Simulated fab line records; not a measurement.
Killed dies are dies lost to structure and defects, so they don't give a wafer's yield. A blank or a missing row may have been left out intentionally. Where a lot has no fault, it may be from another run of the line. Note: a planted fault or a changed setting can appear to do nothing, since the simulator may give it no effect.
A lot that was struck, set against a sound lot || flow n5Finfet || 36 out of 1938 route steps
Sound: these wafers, L404.1, L404.3, L404.4. Wafers L402.2, L402.3, L402.5 were the ones struck. The cause comes at the end.
At each step with rows: each side's tool, then ch and its chambers, then its first start. Under that, the readings that differ: sound wafers || struck wafers || difference of the means || sigmas: that difference in standard deviations of wafers without a fault.
alike: a reading whose means differ by less than 2 such deviations, as well as words and numbers matching on both sides. not compared: withheld readings; readings where some wafer has no value; bounds like >300 that might hide an equal value; numbers whose values overlap and for which the record gives no deviation.
A row with sigmas, a row that says differs or no value, or rows on one side alone: a step with any of these is where the two part. Non-overlapping numbers with no deviation appear without sigmas and do not part them. A reading that every wafer of one side lacks parts them only if that side has two wafers or more.

first, 9 steps without rows for these wafers: N5_BEOL_M4_ANNEAL_95 (time 240 s); N5_BEOL_M4_SPUTTER_96 (material Cu, target thk 4.5 nm, time 8.29 s); N5_BEOL_M4_ECD_50 (material Cu, target thk 300 nm); N5_BEOL_M4_ANNEAL_51 (time 90 s); N5_BEOL_M4_CMP_52 (polishes, stops on SiOC, t overpolish 6.8 s, target thk 40 nm); N5_BEOL_M4_PRE_CLEAN_60 (time 15 s); N5_BEOL_M4_CO_CAP_55 (material Co, precursor CCTBA/H2, target thk 2 nm, time 102.1 s); N5_BEOL_M4_PRE_CLEAN_56 (time 15 s); N5_BEOL_M4_DEP_57 (deposits SiCN from 3MS/NH3, target thk 8 nm, time 14 s).
N5_BEOL_M4_RC_MEAS_101:
  sound on prober-01 ch 0, day 11 17:13; struck on prober-02 ch 0, day 11 03:58
  alike: DIBL_N, DIBL_P, IOFF_N, IOFF_P, ION_N, ION_P, SS_N, SS_P, VT_N, VT_P
then, 24 steps without rows for these wafers: N5_BEOL_M5_ILD_DEP_00 (deposits SiCOH lowk from DEMS/porogen, target thk 140.64 nm, time 25.9 s); N5_BEOL_M5_CURE_79 (cures SiCOH lowk, time 240 s); N5_BEOL_M5_PECVD_70 (deposits SiO2 from TEOS/O2, target thk 16 nm, time 18 s); N5_BEOL_M5_HM_DEP_02 (deposits TiN, target thk 20 nm); N5_BEOL_M5_COAT_59 (time 60 s, resist thk 60 nm); N5_BEOL_M5_COAT_60 (time 60 s, resist thk 12 nm); N5_BEOL_M5_COAT_71 (time 60 s, resist thk 5 nm); N5_BEOL_M5_COAT_05 (resist thk 30 nm); N5_BEOL_M5_EBR_07; N5_BEOL_M5_SOFTBAKE_06 (time 60 s); N5_BEOL_M5_EXPOSE_08 (exposes mask M5, target cd 28 nm); N5_BEOL_M5_PEB_09 (peb time 60 s); N5_BEOL_M5_DEVELOP_10 (develop time 30 s); N5_BEOL_M5_DESCUM_16 (chemistry O2, time 7 s); N5_BEOL_M5_ETCH_72 (etches underlayer in N2/H2, target depth 6.5 nm, time 5.2 s); N5_BEOL_M5_ETCH_61 (etches SiARC in CF4, target depth 15.6 nm, time 26 s); N5_BEOL_M5_ETCH_62 (etches SOC in N2/H2, target depth 75 nm, overetch 15 nm, time 112.5 s); N5_BEOL_M5_STRIP_63 (strips in N2/H2); N5_BEOL_M5_STRIP_73 (strips in N2/H2); N5_BEOL_M5_STRIP_64 (strips in CF4); N5_BEOL_M5_HM_OPEN_17 (chemistry Cl2/BCl3, target TiN, target depth 20 nm, overetch 6 nm); N5_BEOL_M5_STRIP_19 (strips in O2); N5_BEOL_M5_COAT_65 (time 60 s, resist thk 60 nm); N5_BEOL_M5_COAT_66 (time 60 s, resist thk 12 nm).
N5_BEOL_M8_VIA_ETCH_34: etches SiCOH lowk in C4F6/O2, target depth 125.5 nm, time 50.5 s.
  sound on rieDiel-02 ch 0,1,3, day 13 06:20; struck on rieDiel-03 ch 1,3, day 12 22:20
  no value came back on the struck wafers for any of 8 readings (C4F6_flow_sccm (sccm), O2_flow_sccm (sccm) and others); on the sound wafers C4F6_flow_sccm (sccm) reads 9.95 10.00 10.03
{"reading": "model.SiARC_of_BEOL_M8_COAT_64.thkNm (nm)", "sound": "0 0 0", "struck": "6.4 6.6 6.6", "difference": "+6.5", "sigmas": ""}
{"reading": "model.SOC_of_BEOL_M8_COAT_63.thkNm (nm)", "sound": "54.4 54 54.2", "struck": "60.2 60.2 60.2", "difference": "+6.0", "sigmas": ""}
-- a jump in the record: the struck wafers' starts before and after are 3 days apart (it breaks off in module BEOL_M8 and resumes in module PASSIVATION, where the first step shown is number 1936 of the route) --
N5_PASSIVATION_PROBE_49:
  record: rows for the struck wafers here (prober-01, day 15 20:01), none for the sound ones

## WHERE THEY PART
Last at N5_PASSIVATION_PROBE_49 as far as this record goes, first at N5_BEOL_M8_VIA_ETCH_34.

WHY: what had been put in by the simulator
Skipped step whole: rieDiel-03, from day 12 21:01 on, at N5_BEOL_M8_VIA_ETCH_34. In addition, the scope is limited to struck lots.
